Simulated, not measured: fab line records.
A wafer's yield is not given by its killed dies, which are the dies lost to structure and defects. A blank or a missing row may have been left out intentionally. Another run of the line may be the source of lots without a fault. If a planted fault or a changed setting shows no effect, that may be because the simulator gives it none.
The tool behind it: which one?	flow n5Finfet	34 wafers from 12 lots sampled at 5 of the route's 1938 steps

## WHAT THE GAUGES SHOWED, per wafer
N5_SD_EPI_P_CD_MEAS_09: target cd 240 nm. Usual: cdNm reads 240.0 nm (standard deviation 0.91).
lot	measured	on	cdNm (nm)	flag
L455	day 4 00:34	cdSem-03	241.6 240.4 239.5	
L456	day 4 05:29	cdSem-01	239.4 238.9 240.5	
L458	day 4 18:50	cdSem-03	240.1 238.6	
L459	day 5 03:55	cdSem-03	241.2 240.7 240.9	
L460	day 5 05:44	cdSem-01	241.3 240.5	
L461	day 5 12:52	cdSem-03	239.8 238.7 238.7	
L463	day 6 02:27	cdSem-01	239.2 240.1 238.9	
L464	day 6 05:21	cdSem-03	238.6 238.6 238.7	
L469	day 7 12:11	cdSem-01	240.4 240.3 239.8	
L471	day 8 01:01	cdSem-03	241.0 240.8 239.1	
L474	day 8 20:23	cdSem-03	240.8 240.2 240.3	
L475	day 9 02:05	cdSem-03	240.4 240.4 240.1	

N5_SD_EPI_P_INSPECT_26: inspects for defects (darkfield). Usual: rawDefectCount reads 176 (standard deviation 36).
lot	measured	on	rawDefectCount	flag
L455	day 4 04:36	defectInspect-02	160 178 206	
L456	day 4 10:08	defectInspect-02	135 165 174	
L458	day 4 22:38	defectInspect-02	248 254	
L459	day 5 08:43	defectInspect-01	198 138 203	
L460	day 5 09:41	defectInspect-02	201 150	
L461	day 5 17:35	defectInspect-02	155 120 141	
L463	day 6 07:12	defectInspect-01	248 223 166	
L464	day 6 09:13	defectInspect-01	154 156 207	
L469	day 7 19:24	defectInspect-01	418 470 496	OFF
L471	day 8 06:48	defectInspect-02	388 364 334	OFF
L474	day 9 00:11	defectInspect-01	165 172 148	
L475	day 9 05:53	defectInspect-02	175 201 149	

## EACH LOT AND THE TOOL THAT RAN IT (in order: tool; ch and the chambers of the sampled wafers; start)
lot	N5_SD_EPI_P_ETCH_16	N5_SD_EPI_P_STRIP_40	N5_SD_EPI_P_EPI_21
L455	rieDiel-04 ch 0,3, day 4 01:30	plasmaAsher-02 ch 0, day 4 01:43	epiRpcvd-02 ch 0, day 4 02:14
L456	rieDiel-05 ch 0,2,3, day 4 06:11	plasmaAsher-01 ch 0,1, day 4 06:24	epiRpcvd-02 ch 0, day 4 07:02
L458	rieDiel-05 ch 0,3, day 4 19:32	plasmaAsher-01 ch 0, day 4 19:46	epiRpcvd-04 ch 0, day 4 21:20
L459	rieDiel-02 ch 1,3, day 5 04:47	plasmaAsher-02 ch 0,1, day 5 04:59	epiRpcvd-03 ch 0, day 5 05:38
L460	rieDiel-05 ch 0,2, day 5 06:33	plasmaAsher-02 ch 0, day 5 06:47	epiRpcvd-04 ch 0, day 5 08:22
L461	rieDiel-04 ch 1,2,3, day 5 13:38	plasmaAsher-01 ch 0,1, day 5 13:53	epiRpcvd-04 ch 0, day 5 15:27
L463	rieDiel-02 ch 0,2,3, day 6 03:16	plasmaAsher-01 ch 0,1, day 6 03:29	epiRpcvd-02 ch 0, day 6 04:35
L464	rieDiel-04 ch 0,1,2, day 6 06:03	plasmaAsher-01 ch 0,1, day 6 06:20	epiRpcvd-04 ch 0, day 6 07:13
L469	rieDiel-05 ch 1,2, day 7 13:03	plasmaAsher-01 ch 0, day 7 13:16	epiRpcvd-03 ch 0, day 7 14:04
L471	rieDiel-02 ch 1,2, day 8 01:43	plasmaAsher-02 ch 0,1, day 8 01:56	epiRpcvd-03 ch 0, day 8 03:22
L474	rieDiel-05 ch 2,3, day 8 21:05	plasmaAsher-02 ch 0,1, day 8 21:17	epiRpcvd-02 ch 0, day 8 21:49
L475	rieDiel-02 ch 0,1, day 9 02:47	plasmaAsher-01 ch 0,1, day 9 03:00	epiRpcvd-02 ch 0, day 9 03:53
- N5_SD_EPI_P_ETCH_16: etches SiO2 in CHF3/O2, target depth 5 nm.
- N5_SD_EPI_P_STRIP_40: strips in N2/H2.
- N5_SD_EPI_P_EPI_21: deposits SiGe:B, time 355 s.

## WHAT THE TOOLS THEMSELVES READ (means of the sampled wafers that have a number; where no wafer has one, the mark that the record gives instead)
N5_SD_EPI_P_ETCH_16. Usual: drypumpMotorCurrentA 5.6 A, standard deviation 0.31; oesProductAu 0.74 a.u., standard deviation 0.068; rfFwdPowerW 644 W, standard deviation 3.1; rfVppV 527 V, standard deviation 5.5; showerheadPlenumPTorr 2.41 Torr, standard deviation 0.072; throttleValvePct 18.93 %, standard deviation 0.2.
lot	tool	drypumpMotorCurrentA (A)	oesProductAu (a.u.)	rfFwdPowerW (W)	rfVppV (V)	showerheadPlenumPTorr (Torr)	throttleValvePct (%)	flag
L455	rieDiel-04	5.6	0.73	643	533	2.37	19.21	
L456	rieDiel-05	5.8	0.73	645	527	2.37	18.94	
L458	rieDiel-05	5.8	0.71	642	532	2.34	19.05	
L459	rieDiel-02	5.7	0.68	646	524	2.45	19.01	
L460	rieDiel-05	5.6	0.76	644	524	2.41	18.76	
L461	rieDiel-04	5.7	0.73	641	527	2.40	18.96	
L463	rieDiel-02	5.5	0.70	645	528	2.38	19.03	
L464	rieDiel-04	5.8	0.73	644	528	2.44	19.00	
L469	rieDiel-05	5.6	0.78	646	518	2.42	18.69	
L471	rieDiel-02	5.8	0.67	644	526	2.48	18.94	
L474	rieDiel-05	6.0	0.80	643	522	2.45	18.79	
L475	rieDiel-02	5.6	0.68	648	525	2.41	18.92	

N5_SD_EPI_P_STRIP_40. Usual: drypumpMotorCurrentA 5.6 A, standard deviation 0.52; heaterPowerW 338 W, standard deviation 10; oesProductAu 0.760 a.u., standard deviation 0.011.
lot	tool	drypumpMotorCurrentA (A)	heaterPowerW (W)	oesProductAu (a.u.)	flag
L455	plasmaAsher-02	6.2	336	0.763	
L456	plasmaAsher-01	5.4	338	0.759	
L458	plasmaAsher-01	5.7	345	0.748	
L459	plasmaAsher-02	5.9	345	0.748	
L460	plasmaAsher-02	6.2	334	0.747	
L461	plasmaAsher-01	5.0	337	0.755	
L463	plasmaAsher-01	5.0	332	0.760	
L464	plasmaAsher-01	5.1	326	0.755	
L469	plasmaAsher-01	5.7	348	0.754	
L471	plasmaAsher-02	6.1	339	0.770	
L474	plasmaAsher-02	6.1	337	0.761	
L475	plasmaAsher-01	5.1	332	0.761	

## THE ANSWER, worked out from the rows above alone
Rule: take the mean of a lot's wafers that have a number; if it is more than 3 standard deviations from the usual mean, the lot is off. A lot without any number at a reading at which 4 lots or more have one is off too. Where the step has rows for the other lots, those lots are counted as sound. After the gauges, taken in route order, come the tools' own readings; for these a lot's mean is taken, as printed above. The first step at which some lot is off is used, and at that step the reading that is off furthest; a lot without a number counts as furthest.
Off: L469, L471 (N5_SD_EPI_P_INSPECT_26, rawDefectCount).
A tool fits if, at a process step before that reading, it ran every lot that is off, and no sound lot after the first of them. The gauges at N5_SD_EPI_P_INSPECT_26 are tried like those tools. One candidate fits, namely epiRpcvd-03 at N5_SD_EPI_P_EPI_21. Its last sound lot is L459 (day 5 05:38), its first lot that is off L469 (day 7 14:04): a fault that began between those two fits.

## WHAT THE SIMULATOR HAD INSERTED
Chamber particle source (epiRpcvd-03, N5_SD_EPI_P_EPI_21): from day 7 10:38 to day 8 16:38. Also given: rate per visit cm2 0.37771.
Shown lots that were struck: L469, L471. The rule given above showed the same thing.
